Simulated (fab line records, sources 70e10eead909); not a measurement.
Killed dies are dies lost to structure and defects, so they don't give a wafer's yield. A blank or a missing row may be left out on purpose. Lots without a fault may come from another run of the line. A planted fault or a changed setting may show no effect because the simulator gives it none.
A struck lot beside a sound one | flow nand_harc | 17 steps out of a route of 1302
Sound: wafers L460.3, L460.4, L460.5. Struck: wafers L455.1, L455.4, L455.5. The cause comes at the end.
At each step with rows: each side's tool, then ch and its chambers, then its first start. Under that, the readings that differ: sound wafers | struck wafers | difference of the means | sigmas: that difference in standard deviations of wafers without a fault.
alike: readings whose means differ by less than 2 such deviations, and words and numbers that are the same on both sides. not compared: withheld readings, readings that some wafer has no value for, bounds like >300 that may hide the same value, and numbers for which the record gives no deviation and whose values overlap.
The two part at a step that has a row with sigmas, a row that says differs or no value, or rows on one side only. Numbers that don't overlap but have no deviation are shown without sigmas and don't part them. A reading that every wafer of one side lacks parts them only if that side has two wafers or more.

NHARC_P_ZERO_WELL_CD_MEAS_11: target cd 500 nm.
  sound on cd_sem-03 ch 0, day 5 15:16; struck on cd_sem-01 ch 0, day 3 13:07
  alike: cd_nm
then, 1 step without rows for these wafers: NHARC_P_ZERO_WELL_HARDBAKE_12 (time 65 s).
NHARC_P_ZERO_WELL_DESCUM_13: chemistry O2, time 3 s.
  sound on rie_diel-06 ch 1,3, day 5 15:26; struck on rie_diel-06 ch 0,1,3, day 3 13:17
  alike: drypump_motor_current_A, oes_product_au, rf_vpp_V, showerhead_plenum_p_Torr, throttle_valve_pct
  not compared: rf_hours_counter_h
NHARC_P_ZERO_WELL_ETCH_65: etches the open film in N2/H2, target depth 80 nm, overetch 24 nm, time 87.88 s.
  sound on rie_diel-06 ch 0,3, day 5 15:31; struck on rie_diel-06 ch 0,1, day 3 13:22
  alike: drypump_motor_current_A, oes_product_au, rf_fwd_power_W, rf_vpp_V, showerhead_plenum_p_Torr, throttle_valve_pct
  not compared: rf_hours_counter_h
NHARC_P_ZERO_WELL_ETCH_62: etches the open film in CHF3/Ar, target depth 13 nm, time 6.5 s.
  sound on rie_diel-06 ch 1,2,3; struck on rie_diel-06 ch 0,3
  alike: chf3_flow_sccm, drypump_motor_current_A, oes_product_au, rf_fwd_power_W, rf_vpp_V, showerhead_plenum_p_Torr, throttle_valve_pct
  not compared: rf_hours_counter_h
NHARC_P_ZERO_WELL_ETCH_63: etches the open film in HBr/Cl2, target depth 120 nm, time 40.1 s.
  sound on rie_si-01 ch 0,2,3, day 5 15:43; struck on rie_si-01 ch 0,1,3, day 3 13:34
  alike: drypump_motor_current_A, oes_product_au, rf_fwd_power_W, throttle_valve_pct
  not compared: rf_hours_counter_h
then, 6 steps without rows for these wafers: NHARC_P_ZERO_WELL_STRIP_15 (strips in SPM, time 900 s); NHARC_P_ZERO_WELL_DEHYDRATE_16 (time 120 s); NHARC_P_ZERO_WELL_HMDS_17 (time 30 s); NHARC_P_ZERO_WELL_COAT_18; NHARC_P_ZERO_WELL_SOFTBAKE_19 (time 95 s); NHARC_P_ZERO_WELL_EBR_20.
NHARC_P_ZERO_WELL_EXPOSE_21: exposes mask P NWELL, target cd 720 nm.
  sound on krf_scanner-04 ch 0, day 5 16:28; struck on krf_scanner-04 ch 0, day 3 14:18
  reading | sound                         | struck                                 | difference | sigmas
  mask    | P_NWELL#0 P_NWELL#0 P_NWELL#0 | P_NWELL_R1#0 P_NWELL_R1#0 P_NWELL_R1#0 | differs    |
  alike: exposure_dose_mJ_cm2
then, 2 steps without rows for these wafers: NHARC_P_ZERO_WELL_PEB_22 (peb time 85 s); NHARC_P_ZERO_WELL_DEVELOP_23 (time 70 s).
NHARC_P_ZERO_WELL_CD_MEAS_24: target cd 720 nm.
  sound on cd_sem-02 ch 0, day 5 16:37; struck on cd_sem-02 ch 0
  reading    | sound             | struck            | difference | sigmas
  cd_nm (nm) | 718.8 717.3 718.3 | 605.9 604.4 602.3 | -113.9     | -67
  not compared: hold
NHARC_END_SORT_01:
  the record has rows for the sound wafers here (prober-02 ch 0, day 28 14:29) and none for the struck ones

WHERE THEY PART
First at NHARC_P_ZERO_WELL_EXPOSE_21; last, within this record, at NHARC_END_SORT_01.

WHY: what the simulator had put in
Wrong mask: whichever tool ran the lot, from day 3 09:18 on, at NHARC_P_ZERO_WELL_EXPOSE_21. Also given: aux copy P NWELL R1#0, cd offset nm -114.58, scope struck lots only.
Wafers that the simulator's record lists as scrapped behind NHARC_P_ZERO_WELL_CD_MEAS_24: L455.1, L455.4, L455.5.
